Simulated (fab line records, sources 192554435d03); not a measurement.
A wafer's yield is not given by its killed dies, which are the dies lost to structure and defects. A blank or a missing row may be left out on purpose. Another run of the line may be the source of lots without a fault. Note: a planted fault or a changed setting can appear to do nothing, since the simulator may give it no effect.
Struck lot and sound lot, side by side    flow n5Finfet    16 out of 1938 route steps
Sound: these wafers, L914.1, L914.4, L914.6. Wafers struck: L901.1, L901.4, L901.6. The cause comes at the end.
For every step that has rows: the tool of each side, followed by ch and its chambers, followed by its first start. Under that, the readings that differ: sound wafers    struck wafers    difference of the means    sigmas: that difference in standard deviations of wafers without a fault.
alike: same words and numbers on both sides, and readings whose means sit less than 2 such deviations apart. not compared: any withheld reading, any reading some wafer has no value for, any bound like >300 that may hide the same value, and any number with overlapping values for which the record gives no deviation.
A row with sigmas, a row that says differs or no value, or rows on one side alone: a step with any of these is where the two part. When numbers do not overlap yet have no deviation, they are printed without sigmas and do not part them. A reading that every wafer of one side lacks parts them only if that side has two wafers or more.

first, 1 step without rows for these wafers: N5_BEOL_M2_DEGAS_44 (time 60 s).
N5_BEOL_M2_PRE_CLEAN_45: time 30 s.
  sound on pvdSputter-03 at day 12 08:58; struck on pvdSputter-02 at day 9 04:05
  alike: heaterPowerW
N5_BEOL_M2_ALD_84: deposits TaN, pulse time 2 s, purge time 3 s, co reactant purge time 2 s.
  sound on aldMetal-02 ch 1,3, day 12 09:01; struck on aldMetal-04 ch 1,2,3, day 9 04:09
  alike: heaterPowerW, precursorVesselPressureTorr, precursorVesselTempC
then, 5 steps without rows for these wafers: N5_BEOL_M2_SURFACE_TREAT_85; N5_BEOL_M2_CVD_47 (deposits Co from CCTBA/H2, target thk 3 nm, time 223.8 s); N5_BEOL_M2_SPUTTER_48 (material Cu, target thk 4.5 nm, time 8.29 s); N5_BEOL_M2_ANNEAL_49 (time 240 s); N5_BEOL_M2_SPUTTER_79 (material Cu, target thk 4.5 nm, time 8.29 s).
N5_BEOL_M2_ANNEAL_80: time 240 s.
  sound on pvdSputter-02 at day 12 09:53; struck on pvdSputter-01 at day 9 05:46
  alike: heaterPowerW, susceptorTempC
then, 2 steps without rows for these wafers: N5_BEOL_M2_SPUTTER_81 (material Cu, target thk 4.5 nm, time 8.29 s); N5_BEOL_M2_ANNEAL_82 (time 240 s).
N5_BEOL_M2_SPUTTER_86: material Cu, target thk 4.5 nm, time 8.29 s.
  sound on pvdSputter-02 at day 12 10:15; struck on pvdSputter-01 at day 9 06:08
  alike: throttleValvePct
N5_BEOL_M2_ANNEAL_87: time 240 s.
  sound on pvdSputter-02 at day 12 10:20; struck on pvdSputter-01 at day 9 06:13
  no value came back on the struck wafers for heaterPowerW (W), susceptorTempC (C), timeS (s); on the sound wafers heaterPowerW (W) reads 975 817 676
N5_BEOL_M2_SPUTTER_88: material Cu, target thk 4.5 nm, time 8.29 s.
  sound on pvdSputter-02 at day 12 10:28; struck on pvdSputter-01 at day 9 06:21
  alike: throttleValvePct
N5_BEOL_M4_RC_MEAS_101:
  sound on prober-02 ch 0, day 13 14:20; struck on prober-02 ch 0, day 10 17:37
  alike: DIBL_N, DIBL_P, IOFF_N, IOFF_P, ION_N, ION_P, SS_N, SS_P, VT_N, VT_P
-- record jumps: 4 days separate the struck wafers' starts on either side; left off in module BEOL_M4, taken up again in module PASSIVATION, whose first shown step is the route's number 1936 --
N5_PASSIVATION_PROBE_49:
  sound on prober-02 at day 18 00:32; struck on prober-01 at day 15 05:05
  alike: defectLimitedYield, killed_at_M0_to_M3, killed_at_M4_up, killedAtContacts, killedAtFrontEnd, killedAtOther, killedDies, killedOpen, killedShort, sort_bin_5_function, sort_bin_6_memory, sortNPass, sortYieldPct

WHERE THEY PART
Only at N5_BEOL_M2_ANNEAL_87, within this record. Later steps at which nothing parts them and some readings are alike: N5_BEOL_M2_SPUTTER_88, N5_BEOL_M4_RC_MEAS_101, N5_PASSIVATION_PROBE_49.

WHY: the cause the simulator had injected
Step skipped in full: pvdSputter-01, at N5_BEOL_M2_ANNEAL_87, from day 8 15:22 onward. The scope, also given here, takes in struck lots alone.
